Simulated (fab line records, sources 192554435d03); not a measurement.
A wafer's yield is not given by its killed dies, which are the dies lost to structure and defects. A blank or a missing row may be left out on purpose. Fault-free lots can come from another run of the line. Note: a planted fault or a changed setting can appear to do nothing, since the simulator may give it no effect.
Matching of chambers / flow n5 finfet / 4 sister chambers for N5_SDB_ETCH_25 on rie diel-03
The step etches SiO2 in C4F6/O2, target depth 10 nm, time 3.3 s. 8 wafers are shown with their chamber, then 10 later ones without.

## WAFERS, EACH WITH ITS CHAMBER
wafer=L079.5; chamber=2; drypump motor current A (A)=5.97; showerhead plenum p Torr (Torr)=2.95
wafer=L085.3; chamber=3; drypump motor current A (A)=5.67; showerhead plenum p Torr (Torr)=2.76
wafer=L091.3; chamber=0; drypump motor current A (A)=5.53; showerhead plenum p Torr (Torr)=2.81
wafer=L092.1; chamber=2; drypump motor current A (A)=5.94; showerhead plenum p Torr (Torr)=2.94
wafer=L092.2; chamber=0; drypump motor current A (A)=5.53; showerhead plenum p Torr (Torr)=2.81
wafer=L092.3; chamber=1; drypump motor current A (A)=5.78; showerhead plenum p Torr (Torr)=2.76
wafer=L092.4; chamber=3; drypump motor current A (A)=5.65; showerhead plenum p Torr (Torr)=2.75
wafer=L092.5; chamber=1; drypump motor current A (A)=5.78; showerhead plenum p Torr (Torr)=2.76

## WAFERS MISSING THEIR CHAMBER
wafer=L092.6; drypump motor current A (A)=5.52; showerhead plenum p Torr (Torr)=2.81
wafer=L093.2; drypump motor current A (A)=5.74; showerhead plenum p Torr (Torr)=2.76
wafer=L093.3; drypump motor current A (A)=5.64; showerhead plenum p Torr (Torr)=2.75
wafer=L093.6; drypump motor current A (A)=5.76; showerhead plenum p Torr (Torr)=2.76
wafer=L095.1; drypump motor current A (A)=5.93; showerhead plenum p Torr (Torr)=2.94
wafer=L095.2; drypump motor current A (A)=5.52; showerhead plenum p Torr (Torr)=2.81
wafer=L095.6; drypump motor current A (A)=5.53; showerhead plenum p Torr (Torr)=2.81
wafer=L096.1; drypump motor current A (A)=5.53; showerhead plenum p Torr (Torr)=2.81
wafer=L096.2; drypump motor current A (A)=5.96; showerhead plenum p Torr (Torr)=2.94
wafer=L096.5; drypump motor current A (A)=5.79; showerhead plenum p Torr (Torr)=2.75

## WHICH CHAMBER EACH ONE RAN IN
wafer=L092.6; from the rows above=0; in truth=0
wafer=L093.2; from the rows above=1; in truth=1
wafer=L093.3; from the rows above=3; in truth=3
wafer=L093.6; from the rows above=1; in truth=1
wafer=L095.1; from the rows above=2; in truth=2
wafer=L095.2; from the rows above=0; in truth=0
wafer=L095.6; from the rows above=0; in truth=0
wafer=L096.1; from the rows above=0; in truth=0
wafer=L096.2; from the rows above=2; in truth=2
wafer=L096.5; from the rows above=1; in truth=1
Placed correctly: 10 of 10. Can't be placed from these rows: 0. Number placed wrongly: 0.
How it was worked out, from the rows above alone: a wafer's distance from a chamber is the root of the sum, over the readings, of the square of ((its reading less the chamber's mean) divided by the reading's scatter). The wafer belongs to the nearest chamber; if the next one is less than 2 further off, it can't be placed. The mean given for a chamber averages the wafers shown for that chamber. How the scatter is found: for the shown wafers, subtract from each reading the mean of its chamber, square and add these, divide the total by (wafers less chambers), then take the root.
